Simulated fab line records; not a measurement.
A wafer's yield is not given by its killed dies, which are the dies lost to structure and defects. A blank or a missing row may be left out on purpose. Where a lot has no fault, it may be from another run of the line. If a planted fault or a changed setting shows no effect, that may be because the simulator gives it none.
Split-lot study | flow n5_finfet | on a route of 1938 steps: 7 lots, 39 wafers read

## SPLIT DETAILS
At N5_BEOL_M7_DESCUM_33 (chemistry O2, time 7 s), the setting time_s was moved away from the recipe's 7 s on 18 of the 39 wafers read, by -53.0% to +49.7%. All remaining wafers had this setting at the recipe value.

Split to reading: the file shows no intervening step.

## THE READING
CAR-EUV_of_BEOL_M7_COAT_22.thk_nm (the simulator's own value, which no gauge read), in nm, at N5_BEOL_M7_ETCH_72 (etches underlayer in N2/H2, target depth 6.5 nm, time 5.2 s). No usual value for it is given in the file. Here, 21 wafers ran the recipe; their average is 20.3 nm with a standard deviation of 0.09 nm.

wafer  | tool, chamber at the split | time_s as run, s | against the recipe | CAR-EUV_of_BEOL_M7_COAT_22.thk_nm, nm | against lot-mates on the recipe
L074.1 | rie_diel-04, 0             | 9.421            | +34.6%             | 19.2                                  | -1.1
L074.4 | rie_diel-04, 3             | 9.421            | +34.6%             | 19.2                                  | -1.1
L074.2 | rie_diel-04, 1,2,0         | 7                | recipe             | 20.4                                  | -
L074.5 | rie_diel-04, 1,2,0         | 7                | recipe             | 20.4                                  | -
L074.3 | rie_diel-04, 1,2,0         | 7                | recipe             | 20.2                                  | -
L074.6 | rie_diel-04, 1             | 9.421            | +34.6%             | 19                                    | -1.3
L075.1 | rie_diel-04, 0,3,2         | 5.696            | -18.6%             | 21                                    | +0.6
L075.2 | rie_diel-04, 0,3,2         | 5.696            | -18.6%             | 21                                    | +0.6
L075.3 | rie_diel-04, 0,3,2         | 5.696            | -18.6%             | 20.8                                  | +0.4
L075.4 | rie_diel-04, 1,2,3         | 7                | recipe             | 20.4                                  | -
L075.5 | rie_diel-04, 1,2,3         | 7                | recipe             | 20.4                                  | -
L075.6 | rie_diel-04, 1,2,3         | 7                | recipe             | 20.4                                  | -
L076.1 | rie_diel-06, 1,0,0         | 10.48            | +49.7%             | 18.6                                  | -1.8
L076.3 | rie_diel-06, 1,0,0         | 10.48            | +49.7%             | 18.6                                  | -1.8
L076.6 | rie_diel-06, 1,0,0         | 10.48            | +49.7%             | 18.6                                  | -1.8
L076.2 | rie_diel-06, 2,3,1         | 7                | recipe             | 20.4                                  | -
L076.4 | rie_diel-06, 2,3,1         | 7                | recipe             | 20.4                                  | -
L076.5 | rie_diel-06, 2,3,1         | 7                | recipe             | 20.4                                  | -
L077.1 | rie_diel-01, 3,2           | 7                | recipe             | 20.4                                  | -
L077.3 | rie_diel-01, 3,2           | 7                | recipe             | 20.4                                  | -
L077.6 | rie_diel-01, 0             | 7                | recipe             | 20.4                                  | -
L077.2 | rie_diel-01, 1             | 5.217            | -25.5%             | 21.2                                  | +0.8
L077.4 | rie_diel-01, 0,3           | 5.217            | -25.5%             | 21.2                                  | +0.8
L077.5 | rie_diel-01, 0,3           | 5.217            | -25.5%             | 21.2                                  | +0.8
L078.3 | rie_diel-06, 1,0,1         | 7                | recipe             | 20.4                                  | -
L078.6 | rie_diel-06, 1,0,1         | 7                | recipe             | 20.4                                  | -
L078.5 | rie_diel-06, 1,0,1         | 7                | recipe             | 20.2                                  | -
L080.1 | rie_diel-06, 2,1,2         | 3.29             | -53.0%             | 22.2                                  | +1.9
L080.5 | rie_diel-06, 2,1,2         | 3.29             | -53.0%             | 22.2                                  | +1.9
L080.2 | rie_diel-06, 0             | 7                | recipe             | 20.4                                  | -
L080.3 | rie_diel-06, 3             | 7                | recipe             | 20.4                                  | -
L080.4 | rie_diel-06, 2,1,2         | 3.29             | -53.0%             | 22.4                                  | +2.1
L080.6 | rie_diel-06, 3             | 7                | recipe             | 20.2                                  | -
L091.1 | rie_diel-04, 2,3           | 5.852            | -16.4%             | 20.6                                  | +0.4
L091.2 | rie_diel-04, 0             | 7                | recipe             | 20.2                                  | -
L091.4 | rie_diel-04, 2,0           | 7                | recipe             | 20.2                                  | -
L091.5 | rie_diel-04, 2,0           | 7                | recipe             | 20.2                                  | -
L091.3 | rie_diel-04, 2,3           | 5.852            | -16.4%             | 20.8                                  | +0.6
L091.6 | rie_diel-04, 3             | 5.852            | -16.4%             | 20.8                                  | +0.6
The file does not say which wafer passed through which chamber wherever a row lists several chambers: such a row stands for several wafers.

FIT RESULTS
A straight line over all 39 wafers: CAR-EUV_of_BEOL_M7_COAT_22.thk_nm changes by -0.0349 nm for each +1% of time_s; r = -0.99; the points scatter about the line by 0.1 nm.
The same after taking each lot's own level away (the mean of its wafers on the recipe; 39 wafers): -0.0353 nm for each +1%; r = -1.00; scatter 0.086 nm.
According to that fit, moving time_s by its largest amount changes the reading by 1.9 nm.
The lots' own levels span 20.20 to 20.40 nm, that is 2.2 times the standard deviation above.
The two slopes are in agreement: the lot-to-lot level therefore moves the slope only a little.
Check: +1.85 nm against its lot-mates is what the line predicts for one of the wafers moved furthest among these (-53.0%) when that wafer is left out of the fit. It came out at +1.87 nm against them.

## THE OTHER SPLITS THESE WAFERS WENT THROUGH
These wafers also went through other splits before the reading. Each is held against what the fit with the lots' levels taken away leaves over:
other split on the same wafers               | wafers away from the commonest value | r with CAR-EUV_of_BEOL_M7_COAT_22.thk_nm (lot level and that fit taken away)
N5_FIN_SAQP_HM_DEP_72 target_thk_a           | 15                                   | -0.04
N5_DUMMY_GATE_HM_DEP_06 time_s               | 30                                   | -0.08
N5_MOL_CONTACT_COAG_SPUTTER_130 target_thk_a | 15                                   | -0.26
N5_BEOL_M6_HM_DEP_02 target_thk_a            | 15                                   | -0.16

## THE WHOLE CHAIN: every reading that the file lists as answering this split, in the file's order
step                 | what it does                                                | reading                                                                            | change (the file's fit)                | r (the file's)
N5_BEOL_M7_DESCUM_33 | chemistry O2, time 7 s                                      | CAR-EUV_of_BEOL_M7_COAT_22.thk_nm (the simulator's own value, which no gauge read) | -0.0341 nm for each +1% of the setting | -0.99
N5_BEOL_M7_ETCH_72   | etches underlayer in N2/H2, target depth 6.5 nm, time 5.2 s | CAR-EUV_of_BEOL_M7_COAT_22.thk_nm (the simulator's own value, which no gauge read) | -0.0352 nm for each +1% of the setting | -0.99

## THE FILE'S OWN FIT
CAR-EUV_of_BEOL_M7_COAT_22.thk_nm changes by -0.0352 nm for each +1% of time_s, r = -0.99.
